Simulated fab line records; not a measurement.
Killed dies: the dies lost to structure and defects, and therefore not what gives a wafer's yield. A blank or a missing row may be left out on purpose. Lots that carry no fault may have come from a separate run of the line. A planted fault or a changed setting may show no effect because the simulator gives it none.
A lot that was struck, set against a sound lot	flow n5-finfet	39 steps out of a route of 1938
Sound: wafers L480.2, L480.4, L480.6. Struck: wafer L494.6. (L494.2, L494.3 of the same lot were not struck and are left out.) The cause comes at the end.
Each step with rows lists, per side, the tool, then ch with its chambers, then its first start. Under that, the readings that differ: sound wafers	struck wafers	difference of the means	sigmas: that difference in standard deviations of wafers without a fault.
alike: a reading whose means differ by less than 2 such deviations, as well as words and numbers matching on both sides. not compared: withheld readings; readings where some wafer has no value; bounds like >300 that might hide an equal value; numbers whose values overlap and for which the record gives no deviation.
A row with sigmas, a row that says differs or no value, or rows on one side alone: a step with any of these is where the two part. Numbers that don't overlap but have no deviation are shown without sigmas and don't part them. A reading missing from all wafers of one side parts the sides only when that side holds two or more wafers.

first, 9 steps without rows for these wafers: N5_HKMG_FIN_SOFTBAKE_07 (time 60 s); N5_HKMG_FIN_EXPOSE_09 (exposes mask NWFM); N5_HKMG_FIN_PEB_10 (peb time 60 s); N5_HKMG_FIN_DEVELOP_11 (develop time 30 s); N5_HKMG_FIN_DESCUM_17 (chemistry O2, time 7.9 s); N5_HKMG_FIN_ETCH_31 (etches SiARC in CF4, target depth 45.5 nm, time 75.8 s); N5_HKMG_FIN_ETCH_32 (etches SOC in N2/H2, target depth 240 nm, time 300 s); N5_HKMG_FIN_STRIP_33 (strips in N2/H2); N5_HKMG_FIN_STRIP_34 (strips in CF4).
N5_HKMG_FIN_ETCH_35: etches SOC in N2/H2, target depth 215.8 nm, time 243.4 s.
  sound on rie-diel-01 ch 2,3, day 4 17:06; struck on rie-diel-01 ch 0, day 8 03:10
reading	sound	struck	difference	sigmas
oes-product-au (a.u.)	0.69 0.76 0.68	0.90	+0.19	+2
run-length-s (s)	267.8 266.0 267.3	211.2	-55.8	-95
model.etch.depth-nm (nm)	214.8 219.4 213.7	169.6	-46.4	
model.HKMG_FIN.feature-depth-nm (nm)	214.8 219.4 213.6	169.6	-46.3	
model.SOC_of_HKMG_FIN_COAT_29.thk-nm (nm)	85.8 81.4 86.4	131.6	+47.1	
  alike: drypump-motor-current-A, rf-vpp-V, showerhead-plenum-p-Torr, throttle-valve-pct
  not compared: rf-fwd-power-W, rf-hours-counter-h
N5_HKMG_FIN_STRIP_92: strips SOC in N2/H2, time 20 s.
  sound on rie-diel-01 ch 2,3, day 4 17:15; struck on rie-diel-01 ch 0, day 8 03:19
reading	sound	struck	difference	sigmas
oes-product-au (a.u.)	0.67 0.75 0.68	0.89	+0.19	+2
model.SOC_of_HKMG_FIN_COAT_29.thk-nm (nm)	75.8 71.2 76.4	121.4	+46.9	
  alike: drypump-motor-current-A, rf-fwd-power-W, rf-vpp-V, showerhead-plenum-p-Torr, throttle-valve-pct
  not compared: rf-hours-counter-h
then, 26 steps without rows for these wafers: N5_HKMG_FIN_WET_ETCH_18 (etches TiN in SC1, time 55 s, target depth 5.2 nm, rinse time 30 s); N5_HKMG_FIN_STRIP_19 (strips in N2/H2, time 360 s); N5_HKMG_FIN_ALD_91 (deposits TiN, target thk 1 nm, pulse time 1 s, purge time 3 s); N5_HKMG_FIN_COAT_85 (time 60 s, resist thk 300 nm); N5_HKMG_FIN_ETCH_86 (etches SOC in N2/H2, stops on TiN, target depth 393.2 nm); N5_HKMG_FIN_STRIP_89 (strips SOC in N2/H2, time 20 s); N5_HKMG_FIN_WET_ETCH_87 (etches TiN in SC1, time 154.2 s, target depth 4.7 nm, rinse time 30 s); N5_HKMG_FIN_STRIP_88 (strips in N2/H2, time 360 s); N5_HKMG_FIN_NWFM_ALD_20 (deposits TiAlC, target thk 2 nm, pulse time 3 s, purge time 2 s); N5_HKMG_FIN_ALD_71 (deposits TiN, target thk 1 nm, pulse time 1 s, purge time 3 s); N5_HKMG_FIN_COAT_66 (time 60 s, resist thk 300 nm); N5_HKMG_FIN_ETCH_67 (etches SOC in N2/H2, stops on TiN, target depth 388.9 nm); N5_HKMG_FIN_STRIP_90 (strips SOC in N2/H2, time 20 s); N5_HKMG_FIN_WET_ETCH_73 (etches the open film in SC1, time 42.3 s, target depth 1.3 nm, rinse time 30 s); N5_HKMG_FIN_ETCHBACK_68 (etches the open film in Cl2/Ar, stops on HfO2, target depth 0.5 nm); N5_HKMG_FIN_STRIP_69 (strips in N2/H2, time 360 s); N5_HKMG_FIN_ALD_21 (deposits TiN, target thk 1.5 nm, pulse time 1 s, purge time 3 s); N5_HKMG_FIN_ALD_72 (deposits W, target thk 2 nm, pulse time 1 s, purge time 2 s); N5_HKMG_FIN_W_FILL_22 (material W, target thk 60 nm, time 18.2 s); N5_HKMG_FIN_PRECLEAN_83 (cleans in DIW, time 57.5 s); N5_HKMG_FIN_SRD_84 (dry time 32 s); N5_HKMG_FIN_CMP_23 (polishes, stops on SiNx, t overpolish 10 s, target thk 46.326 nm); N5_HKMG_FIN_CMP_94 (polishes, stops on SiNx, t overpolish 4.7 s, target thk 43.299 nm); N5_GATE_CUT_ETCHBACK_00 (etches W in SF6/Cl2); N5_GATE_CUT_ETCH_56 (etches TiN in Cl2/Ar, target depth 21.6 nm); N5_GATE_CUT_ETCHBACK_30 (etches TiN in Cl2/Ar, target depth 3 nm).
-- record jumps: 4 days separate the struck wafers' starts on either side; left off in module GATE_CUT, taken up again in module BEOL_M4, whose first shown step is the route's number 1111 --
N5_BEOL_M4_RC_MEAS_101:
  sound on prober-01 ch 0, day 8 20:02; struck on prober-02 ch 0, day 12 10:10
reading	sound	struck	difference	sigmas
ION_N (uA/um)	675 681 677	626	-52	-5
  alike: DIBL_N, DIBL_P, IOFF_N, IOFF_P, ION_P, SS_N, SS_P, VT_N, VT_P
-- here the record skips 4 days between the struck wafers' starts before and after, leaving off in module BEOL_M4 and picking up in module PASSIVATION (first step shown: number 1936 of the route) --
N5_PASSIVATION_PROBE_49:
  sound: prober-01 at day 13 03:10; struck: prober-01 at day 16 21:56
reading	sound	struck	difference	sigmas
killed-at-other	0 1 4	10	+8	+2
sort_bin_8_speed (%)	0 0 0	30.00	+30.00	
sort-n-pass	1094 1066 1084	715	-366	-23
sort-yield-pct (%)	92.7 90.3 91.9	60.6	-31.0	-22
  alike: defect-limited-yield, killed_at_M0_to_M3, killed_at_M4_up, killed-at-contacts, killed-at-front-end, killed-dies, killed-open, killed-short, sort_bin_5_function, sort_bin_6_memory

WHERE THEY PART
Earliest at N5_HKMG_FIN_ETCH_35; latest, in this record, at N5_PASSIVATION_PROBE_49.

WHY: whatever the simulator had introduced
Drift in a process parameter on rie-diel-01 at N5_HKMG_FIN_ETCH_35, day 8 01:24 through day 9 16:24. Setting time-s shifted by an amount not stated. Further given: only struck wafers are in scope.
